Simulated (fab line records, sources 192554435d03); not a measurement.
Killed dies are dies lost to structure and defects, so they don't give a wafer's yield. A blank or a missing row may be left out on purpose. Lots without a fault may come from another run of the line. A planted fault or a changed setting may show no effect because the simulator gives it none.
fab line records | flow n5_finfet | part 1 of 2: steps 1 to 22 of 31
record lots=5 wafers=15 last_day=18
route steps=1938 shown BEOL_M4@1077
lots that met no fault: from a run of the same line without faults
start_h: hours from the record's first day to the start of the lot's first wafer shown | wait_h: hours since the lot's step before | " the same as in the row above | L1.1+2: a row that stands for several wafers | - no value, or no start given | * or withheld: withheld | < > ~ a bound
route shown NAME@n: a module of which the file shows steps, and the number in the route of the first | usual: mean/standard deviation of fault-free wafers | same: alike in all rows | chamber/n: place in a boat | sites: the reading at each site | _std_site: their standard deviation | _edge_site: outer sites' mean less inner sites' | radius_mm: how far each site lies from the wafer's centre | mask NAME#n: copy n | behind: the tool/chamber that last shaped the wafer | hold: why the lot was held/for how many hours/how that ended | device: the transistor (n, p or np) that didn't switch | end of line: the same wafers' tests at the end of the route | a step without rows: its recipe alone | killed: dies lost to structure and defects at the first sort, not the wafer's yield | map: a wafer's dies, x killed, . not, _ none there
set.NAME: the setting as run; set.NAME@STEP: as run at that earlier step | model.NAME: the simulator's own value behind a step, which no gauge read
lots at some steps of the route; a table a step, a row a wafer
services: from which hour (start_h, from the record's first day; less than 0 if before it) a tool's chamber was out of use, for how many hours, and why
## steps
# step N5_BEOL_M4_SRD_43
# recipe time_s=30 temp_c=23 rinse_liquid=diw dry=ipa_marangoni
# usual do_supply_ppb=10.01/0.097
# columns lot.wafer tool chamber start_h wait_h do_supply_ppb
L075.2 wet_bench-05 3 159.31 0.0 9.97
L075.4 " 4 " " 9.83
L075.6 " 7 " " 10.17
L074.1 wet_bench-05 6 163.55 0.0 10.01
L074.4 " 2 " " 10.11
L074.5 " 7 " " 10.04
L076.1 wet_bench-05 4 166.27 0.0 9.95
L076.3 " 3 " " 9.92
L076.4 " 0 " " 10.16
L082.3 wet_bench-04 4 208.19 0.0 10.15
L082.5 " 5 " " 9.94
L082.6 " 3 " " 9.89
L095.2 wet_bench-01 0 298.43 0.0 9.86
L095.4 " 6 " " 9.86
L095.5 " 7 " " 10.19
# step N5_BEOL_M4_CD_MEAS_35
# recipe target_cd_nm=18 target_cd_y_nm=22.4 polarity=opening
# usual cd_nm=18.0/0.37
# columns lot.wafer tool chamber start_h wait_h cd_nm
L075.2 cd_sem-01 - 159.35 0.0 17.7
L075.4 " - " " 18.2
L075.6 " - " " 17.5
L074.1 cd_sem-02 - 163.59 0.0 18.5
L074.4 " - " " 17.7
L074.5 " - " " 18.2
L076.1 cd_sem-02 - 166.31 0.0 18.1
L076.3 " - " " 17.3
L076.4 " - " " 17.9
L082.3 cd_sem-01 - 208.23 0.0 17.5
L082.5 " - " " 18.1
L082.6 " - " " 17.8
L095.2 cd_sem-02 - 298.48 0.0 18.0
L095.4 " - " " 18.1
L095.5 " - " " 17.9
# step N5_BEOL_M4_DEGAS_44
# recipe ambient=vacuum temp_c=250 time_s=60
# usual heater_power_w=326/33
# columns lot.wafer tool chamber start_h wait_h heater_power_w
L075.2 pvd_sputter-01 - 159.58 0.2 272
L075.4 " - " " 276
L075.6 " - " " 358
L074.1 pvd_sputter-03 - 163.74 0.1 314
L074.4 " - " " 368
L074.5 " - " " 304
L076.1 pvd_sputter-01 - 166.62 0.3 353
L076.3 " - " " 286
L076.4 " - " " 352
L082.3 pvd_sputter-03 - 208.82 0.6 299
L082.5 " - " " 370
L082.6 " - " " 350
L095.2 pvd_sputter-02 - 299.14 0.7 388
L095.4 " - " " 319
L095.5 " - " " 326
# step N5_BEOL_M4_PRE_CLEAN_45
# recipe gas=H2/He time_s=30 temp_c=250
# usual heater_power_w=327/33
# columns lot.wafer tool chamber start_h wait_h heater_power_w
L075.2 pvd_sputter-01 - 159.62 0.0 279
L075.4 " - " " 273
L075.6 " - " " 349
L074.1 pvd_sputter-03 - 163.78 0.0 314
L074.4 " - " " 374
L074.5 " - " " 305
L076.1 pvd_sputter-01 - 166.66 0.0 342
L076.3 " - " " 276
L076.4 " - " " 361
L082.3 pvd_sputter-03 - 208.86 0.0 295
L082.5 " - " " 378
L082.6 " - " " 353
L095.2 pvd_sputter-02 - 299.18 0.0 393
L095.4 " - " " 323
L095.5 " - " " 320
# step N5_BEOL_M4_ALD_84
# recipe material=TaN target_thk_a=* temp_c=275 ald_precursor_family=PDMAT ald_co_reactant=NH3 pressure_torr=3 carrier_flow_sccm=1500 pulse_time_s=2 purge_time_s=3 co_reactant_purge_time_s=2 co_reactant_pulse_time_s=3 ald_cycles=30 precursor_vessel_temp_c=75 precursor_vessel_pressure_torr=26.25 precursor_vessel_carrier_sccm=1000
# usual heater_power_w=417/34
# columns lot.wafer tool chamber start_h wait_h heater_power_w
L075.2 ald_metal-02 3 159.72 0.1 406
L075.4 " 0 " " 424
L075.6 " 2 " " 429
L074.1 ald_metal-03 1 163.84 0.0 432
L074.4 " 3 " " 359
L074.5 " 0 " " 366
L076.1 ald_metal-01 0 166.72 0.0 411
L076.3 " 3 " " 391
L076.4 " 2 " " 462
L082.3 ald_metal-01 0 208.92 0.0 407
L082.5 " 1 " " 438
L082.6 " 2 " " 452
L095.2 ald_metal-03 2 299.24 0.0 459
L095.4 " 2 " " 452
L095.5 " 1 " " 446
# step N5_BEOL_M4_SURFACE_TREAT_85
# recipe gas=Ar time_s=* ion_energy_ev=* ion_current_ma_cm2=0.5 pressure_mtorr=* ar_flow_sccm=30
# usual ar_flow_sccm=30.00/0.088 throttle_valve_pct=*
# columns lot.wafer tool chamber start_h wait_h ar_flow_sccm throttle_valve_pct
L075.2 pvd_sputter-03 - 159.98 0.2 30.00 *
L075.4 " - " " 30.02 *
L075.6 " - " " 30.06 *
L074.1 pvd_sputter-01 - 164.10 0.2 30.05 *
L074.4 " - " " 30.05 *
L074.5 " - " " 30.11 *
L076.1 pvd_sputter-02 - 167.09 0.3 30.03 *
L076.3 " - " " 29.95 *
L076.4 " - " " 29.96 *
L082.3 pvd_sputter-02 - 209.25 0.2 30.15 *
L082.5 " - " " 29.99 *
L082.6 " - " " 29.91 *
L095.2 pvd_sputter-01 - 299.48 0.1 29.91 *
L095.4 " - " " 30.06 *
L095.5 " - " " 30.01 *
# step N5_BEOL_M4_CVD_47
# recipe material=Co target_thk_a=30 temp_c=withheld precursor=CCTBA/H2 pressure_torr=30 time_s=223.8
# columns lot.wafer tool chamber start_h wait_h
L075.2+4+6 cvd_co-02 2,2,0 160.27 0.3
L074.1+4+5 cvd_co-01 0,0,2 164.17 0.1
L076.1+3+4 cvd_co-01 2,1,0 167.15 0.0
L082.3+5+6 cvd_co-01 2,1,2 209.37 0.1
L095.2+4+5 cvd_co-01 0,2,0 299.54 0.0
# step N5_BEOL_M4_SPUTTER_48
# recipe material=Cu target_thk_a=45 temp_c=-20 chamber_pressure_pa=0.07 power_w=withheld time_s=8.29
# usual chamber_pressure_pa=0.07/0.00013 chuck_sensor_temp_C=-16.0/0.48 throttle_valve_pct=30.3/0.67
# columns lot.wafer tool chamber start_h wait_h chamber_pressure_pa chuck_sensor_temp_C throttle_valve_pct
L075.2 pvd_sputter-02 - 161.52 1.2 0.06998 -15.7 30.1
L075.4 " - " " 0.07001 -16.7 30.8
L075.6 " - " " 0.07018 -15.9 29.8
L074.1 pvd_sputter-02 - 164.33 0.1 0.07 -15.8 30.1
L074.4 " - " " 0.07011 -15.9 29.7
L074.5 " - " " 0.07003 -15.6 30.0
L076.1 pvd_sputter-02 - 167.33 0.1 0.07009 -15.7 29.8
L076.3 " - " " 0.06992 -16.6 30.7
L076.4 " - " " 0.06999 -15.8 30.0
L082.3 pvd_sputter-01 - 209.68 0.2 0.07007 -16.4 30.8
L082.5 " - " " 0.06992 -16.5 29.5
L082.6 " - " " 0.06995 -15.6 30.8
L095.2 pvd_sputter-02 - 299.72 0.1 0.07012 -15.8 29.7
L095.4 " - " " 0.06985 -15.7 29.7
L095.5 " - " " 0.07006 -15.5 30.6
# step N5_BEOL_M4_ANNEAL_49
# recipe temp_c=400 time_s=240 ambient=vacuum
# usual heater_power_w=822/88
# columns lot.wafer tool chamber start_h wait_h heater_power_w
L075.2 pvd_sputter-02 - 161.60 0.0 985
L075.4 " - " " 787
L075.6 " - " " 815
L074.1 pvd_sputter-02 - 164.41 0.0 972
L074.4 " - " " 804
L074.5 " - " " 993
L076.1 pvd_sputter-02 - 167.41 0.0 979
L076.3 " - " " 794
L076.4 " - " " 977
L082.3 pvd_sputter-01 - 209.76 0.0 858
L082.5 " - " " 858
L082.6 " - " " 698
L095.2 pvd_sputter-02 - 299.80 0.0 810
L095.4 " - " " 1012
L095.5 " - " " 815
# step N5_BEOL_M4_SPUTTER_79
# recipe material=Cu target_thk_a=45 temp_c=-20 chamber_pressure_pa=0.07 power_w=withheld time_s=8.29
# usual chamber_pressure_pa=0.07003/0.00015 chuck_sensor_temp_C=-16.0/0.48 throttle_valve_pct=30.3/0.66
# columns lot.wafer tool chamber start_h wait_h chamber_pressure_pa chuck_sensor_temp_C throttle_valve_pct
L075.2 pvd_sputter-02 - 161.74 0.1 0.07024 -15.8 30.3
L075.4 " - " " 0.0702 -16.7 30.7
L075.6 " - " " 0.07013 -15.8 29.6
L074.1 pvd_sputter-02 - 164.55 0.1 0.06981 -15.6 30.0
L074.4 " - " " 0.07006 -15.9 29.8
L074.5 " - " " 0.06992 -15.7 29.7
L076.1 pvd_sputter-02 - 167.55 0.1 0.07006 -15.7 30.0
L076.3 " - " " 0.07014 -16.9 30.5
L076.4 " - " " 0.07009 -15.7 29.9
L082.3 pvd_sputter-01 - 209.90 0.1 0.07011 -16.2 30.7
L082.5 " - " " 0.07017 -16.6 29.3
L082.6 " - " " 0.07009 -15.5 30.9
L095.2 pvd_sputter-02 - 299.94 0.1 0.07016 -15.8 29.8
L095.4 " - " " 0.06992 -15.5 29.8
L095.5 " - " " 0.06996 -15.4 30.6
# step N5_BEOL_M4_ANNEAL_80
# recipe temp_c=400 time_s=240 ambient=vacuum
# usual heater_power_w=821/87
# columns lot.wafer tool chamber start_h wait_h heater_power_w
L075.2 pvd_sputter-02 - 161.82 0.0 976
L075.4 " - " " 802
L075.6 " - " " 805
L074.1 pvd_sputter-02 - 164.63 0.0 1001
L074.4 " - " " 814
L074.5 " - " " 975
L076.1 pvd_sputter-02 - 167.63 0.0 984
L076.3 " - " " 777
L076.4 " - " " 958
L082.3 pvd_sputter-01 - 209.98 0.0 863
L082.5 " - " " 864
L082.6 " - " " 688
L095.2 pvd_sputter-02 - 300.02 0.0 811
L095.4 " - " " 975
L095.5 " - " " 826
# step N5_BEOL_M4_SPUTTER_81
# recipe material=Cu target_thk_a=45 temp_c=-20 chamber_pressure_pa=0.07 power_w=withheld time_s=8.29
# usual chamber_pressure_pa=0.07003/0.00014 chuck_sensor_temp_C=-16.0/0.47 throttle_valve_pct=30.2/0.68
# columns lot.wafer tool chamber start_h wait_h chamber_pressure_pa chuck_sensor_temp_C throttle_valve_pct
L075.2 pvd_sputter-02 - 161.96 0.1 0.07014 -15.9 30.0
L075.4 " - " " 0.06993 -16.6 30.8
L075.6 " - " " 0.0699 -15.9 29.5
L074.1 pvd_sputter-02 - 164.77 0.1 0.07006 -15.8 29.9
L074.4 " - " " 0.07013 -15.8 29.6
L074.5 " - " " 0.0702 -15.6 29.8
L076.1 pvd_sputter-02 - 167.77 0.1 0.06982 -15.7 29.6
L076.3 " - " " 0.06979 -16.8 30.8
L076.4 " - " " 0.07026 -15.8 29.9
L082.3 pvd_sputter-01 - 210.12 0.1 0.07004 -16.3 30.7
L082.5 " - " " 0.07 -16.6 29.4
L082.6 " - " " 0.07002 -15.5 30.7
L095.2 pvd_sputter-02 - 300.16 0.1 0.0701 -16.0 29.8
L095.4 " - " " 0.07015 -15.8 29.9
L095.5 " - " " 0.06998 -15.5 30.9
# step N5_BEOL_M4_ANNEAL_82
# recipe temp_c=400 time_s=240 ambient=vacuum
# usual heater_power_w=821/89
# columns lot.wafer tool chamber start_h wait_h heater_power_w
L075.2 pvd_sputter-02 - 162.04 0.0 989
L075.4 " - " " 791
L075.6 " - " " 800
L074.1 pvd_sputter-02 - 164.85 0.0 999
L074.4 " - " " 818
L074.5 " - " " 992
L076.1 pvd_sputter-02 - 167.85 0.0 979
L076.3 " - " " 775
L076.4 " - " " 988
L082.3 pvd_sputter-01 - 210.20 0.0 873
L082.5 " - " " 869
L082.6 " - " " 691
L095.2 pvd_sputter-02 - 300.24 0.0 816
L095.4 " - " " 963
L095.5 " - " " 803
# step N5_BEOL_M4_SPUTTER_86
# recipe material=Cu target_thk_a=45 temp_c=-20 chamber_pressure_pa=0.07 power_w=withheld time_s=8.29
# usual chamber_pressure_pa=0.06999/0.00014 chuck_sensor_temp_C=-16.0/0.5 throttle_valve_pct=30.3/0.67
# columns lot.wafer tool chamber start_h wait_h chamber_pressure_pa chuck_sensor_temp_C throttle_valve_pct
L075.2 pvd_sputter-02 - 162.18 0.1 0.07002 -15.6 30.0
L075.4 " - " " 0.07002 -16.7 30.5
L075.6 " - " " 0.06996 -15.9 29.4
L074.1 pvd_sputter-02 - 164.99 0.1 0.07006 -15.8 30.1
L074.4 " - " " 0.07005 -15.9 29.6
L074.5 " - " " 0.07005 -15.9 29.7
L076.1 pvd_sputter-02 - 167.99 0.1 0.06986 -15.6 29.9
L076.3 " - " " 0.06979 -16.6 30.8
L076.4 " - " " 0.06989 -15.7 29.7
L082.3 pvd_sputter-01 - 210.34 0.1 0.06978 -16.4 30.6
L082.5 " - " " 0.06997 -16.4 29.6
L082.6 " - " " 0.07018 -15.5 31.1
L095.2 pvd_sputter-02 - 300.38 0.1 0.06997 -15.8 29.8
L095.4 " - " " 0.07008 -15.7 29.9
L095.5 " - " " 0.06989 -15.5 30.7
# step N5_BEOL_M4_ANNEAL_87
# recipe temp_c=400 time_s=240 ambient=vacuum
# usual heater_power_w=820/87
# columns lot.wafer tool chamber start_h wait_h heater_power_w
L075.2 pvd_sputter-02 - 162.26 0.0 966
L075.4 " - " " 810
L075.6 " - " " 824
L074.1 pvd_sputter-02 - 165.07 0.0 999
L074.4 " - " " 802
L074.5 " - " " 978
L076.1 pvd_sputter-02 - 168.07 0.0 965
L076.3 " - " " 783
L076.4 " - " " 992
L082.3 pvd_sputter-01 - 210.42 0.0 876
L082.5 " - " " 871
L082.6 " - " " 690
L095.2 pvd_sputter-02 - 300.46 0.0 812
L095.4 " - " " 980
L095.5 " - " " 781
# step N5_BEOL_M4_SPUTTER_88
# recipe material=Cu target_thk_a=45 temp_c=-20 chamber_pressure_pa=0.07 power_w=withheld time_s=8.29
# usual chamber_pressure_pa=0.06999/0.00015 chuck_sensor_temp_C=-16.0/0.47 throttle_valve_pct=30.3/0.66
# columns lot.wafer tool chamber start_h wait_h chamber_pressure_pa chuck_sensor_temp_C throttle_valve_pct
L075.2 pvd_sputter-02 - 162.40 0.1 0.06991 -15.8 29.9
L075.4 " - " " 0.07003 -16.6 30.8
L075.6 " - " " 0.07011 -15.9 29.9
L074.1 pvd_sputter-02 - 165.21 0.1 0.07013 -15.6 29.8
L074.4 " - " " 0.07025 -15.8 30.0
L074.5 " - " " 0.06995 -15.8 30.1
L076.1 pvd_sputter-02 - 168.21 0.1 0.07012 -15.7 29.9
L076.3 " - " " 0.06993 -16.8 30.7
L076.4 " - " " 0.06995 -15.7 30.0
L082.3 pvd_sputter-01 - 210.56 0.1 0.06996 -16.2 31.1
L082.5 " - " " 0.06974 -16.5 29.2
L082.6 " - " " 0.06995 -15.7 31.1
L095.2 pvd_sputter-02 - 300.60 0.1 0.07008 -15.9 29.6
L095.4 " - " " 0.0699 -15.8 30.1
L095.5 " - " " 0.07026 -15.3 30.7
# step N5_BEOL_M4_ANNEAL_89
# recipe temp_c=400 time_s=240 ambient=vacuum
# usual heater_power_w=822/89
# columns lot.wafer tool chamber start_h wait_h heater_power_w
L075.2 pvd_sputter-02 - 162.48 0.0 979
L075.4 " - " " 804
L075.6 " - " " 807
L074.1 pvd_sputter-02 - 165.29 0.0 1000
L074.4 " - " " 832
L074.5 " - " " 1006
L076.1 pvd_sputter-02 - 168.29 0.0 1006
L076.3 " - " " 798
L076.4 " - " " 983
L082.3 pvd_sputter-01 - 210.64 0.0 877
L082.5 " - " " 853
L082.6 " - " " 685
L095.2 pvd_sputter-02 - 300.68 0.0 806
L095.4 " - " " 966
L095.5 " - " " 806
# step N5_BEOL_M4_SPUTTER_90
# recipe material=Cu target_thk_a=45 temp_c=-20 chamber_pressure_pa=0.07 power_w=withheld time_s=8.29
# usual chamber_pressure_pa=0.07002/0.00013 chuck_sensor_temp_C=-16.0/0.48 throttle_valve_pct=30.3/0.65
# columns lot.wafer tool chamber start_h wait_h chamber_pressure_pa chuck_sensor_temp_C throttle_valve_pct
L075.2 pvd_sputter-02 - 162.62 0.1 0.07003 -15.7 30.1
L075.4 " - " " 0.07017 -16.8 30.5
L075.6 " - " " 0.07017 -16.0 29.4
L074.1 pvd_sputter-02 - 165.43 0.1 0.06998 -15.6 29.8
L074.4 " - " " 0.06998 -16.0 29.5
L074.5 " - " " 0.06982 -15.5 30.0
L076.1 pvd_sputter-02 - 168.43 0.1 0.0701 -15.8 29.7
L076.3 " - " " 0.06996 -16.6 30.7
L076.4 " - " " 0.07025 -15.6 29.7
L082.3 pvd_sputter-01 - 210.78 0.1 0.07017 -16.2 30.7
L082.5 " - " " 0.06983 -16.4 29.3
L082.6 " - " " 0.07005 -15.6 30.9
L095.2 pvd_sputter-02 - 300.82 0.1 0.07011 -16.0 29.6
L095.4 " - " " 0.07002 -15.8 29.8
L095.5 " - " " 0.06995 -15.4 30.6
# step N5_BEOL_M4_ANNEAL_91
# recipe temp_c=400 time_s=240 ambient=vacuum
# usual heater_power_w=820/87
# columns lot.wafer tool chamber start_h wait_h heater_power_w
L075.2 pvd_sputter-02 - 162.70 0.0 999
L075.4 " - " " 779
L075.6 " - " " 824
L074.1 pvd_sputter-02 - 165.51 0.0 935
L074.4 " - " " 813
L074.5 " - " " 993
L076.1 pvd_sputter-02 - 168.51 0.0 993
L076.3 " - " " 808
L076.4 " - " " 988
L082.3 pvd_sputter-01 - 210.86 0.0 853
L082.5 " - " " 857
L082.6 " - " " 688
L095.2 pvd_sputter-02 - 300.90 0.0 811
L095.4 " - " " 962
L095.5 " - " " 798
# step N5_BEOL_M4_SPUTTER_92
# recipe material=Cu target_thk_a=45 temp_c=-20 chamber_pressure_pa=0.07 power_w=withheld time_s=8.29
# usual chamber_pressure_pa=0.06999/0.00014 chuck_sensor_temp_C=-16.0/0.49 throttle_valve_pct=30.3/0.65
# columns lot.wafer tool chamber start_h wait_h chamber_pressure_pa chuck_sensor_temp_C throttle_valve_pct
L075.2 pvd_sputter-02 - 162.84 0.1 0.06991 -15.7 30.0
L075.4 " - " " 0.0699 -16.7 30.8
L075.6 " - " " 0.07012 -15.7 29.9
L074.1 pvd_sputter-02 - 165.65 0.1 0.07003 -15.6 30.1
L074.4 " - " " 0.06968 -15.8 29.7
L074.5 " - " " 0.07 -15.8 29.7
L076.1 pvd_sputter-02 - 168.65 0.1 0.07 -15.7 29.8
L076.3 " - " " 0.06991 -16.6 30.6
L076.4 " - " " 0.06975 -15.8 29.9
L082.3 pvd_sputter-01 - 211.00 0.1 0.07018 -16.3 30.8
L082.5 " - " " 0.07001 -16.6 29.3
L082.6 " - " " 0.06991 -15.8 30.8
L095.2 pvd_sputter-02 - 301.04 0.1 0.07012 -15.9 29.9
L095.4 " - " " 0.07048 -15.6 29.7
L095.5 " - " " 0.06993 -15.5 31.0
# step N5_BEOL_M4_ANNEAL_93
# recipe temp_c=400 time_s=240 ambient=vacuum
# usual heater_power_w=820/88
# columns lot.wafer tool chamber start_h wait_h heater_power_w
L075.2 pvd_sputter-02 - 162.92 0.0 1001
L075.4 " - " " 785
L075.6 " - " " 793
L074.1 pvd_sputter-02 - 165.73 0.0 1011
L074.4 " - " " 813
L074.5 " - " " 980
L076.1 pvd_sputter-02 - 168.73 0.0 968
L076.3 " - " " 795
L076.4 " - " " 1007
L082.3 pvd_sputter-01 - 211.08 0.0 881
L082.5 " - " " 881
L082.6 " - " " 692
L095.2 pvd_sputter-02 - 301.12 0.0 805
L095.4 " - " " 992
L095.5 " - " " 787
# step N5_BEOL_M4_SPUTTER_94
# recipe material=Cu target_thk_a=45 temp_c=-20 chamber_pressure_pa=0.07 power_w=withheld time_s=8.29
# usual chamber_pressure_pa=0.07003/0.00014 chuck_sensor_temp_C=-16.0/0.47 throttle_valve_pct=30.2/0.68
# columns lot.wafer tool chamber start_h wait_h chamber_pressure_pa chuck_sensor_temp_C throttle_valve_pct
L075.2 pvd_sputter-02 - 163.06 0.1 0.07023 -15.8 30.2
L075.4 " - " " 0.06991 -16.6 30.8
L075.6 " - " " 0.07011 -15.9 29.6
L074.1 pvd_sputter-02 - 165.87 0.1 0.07012 -15.7 29.9
L074.4 " - " " 0.07003 -15.9 29.6
L074.5 " - " " 0.07019 -15.7 29.9
L076.1 pvd_sputter-02 - 168.87 0.1 0.07018 -15.7 29.9
L076.3 " - " " 0.07002 -16.6 30.5
L076.4 " - " " 0.07004 -15.5 30.0
L082.3 pvd_sputter-01 - 211.22 0.1 0.06983 -16.2 31.0
L082.5 " - " " 0.07001 -16.4 28.9
L082.6 " - " " 0.07026 -15.7 30.8
L095.2 pvd_sputter-02 - 301.26 0.1 0.07001 -15.8 29.5
L095.4 " - " " 0.06982 -15.7 30.1
L095.5 " - " " 0.07003 -15.5 30.8
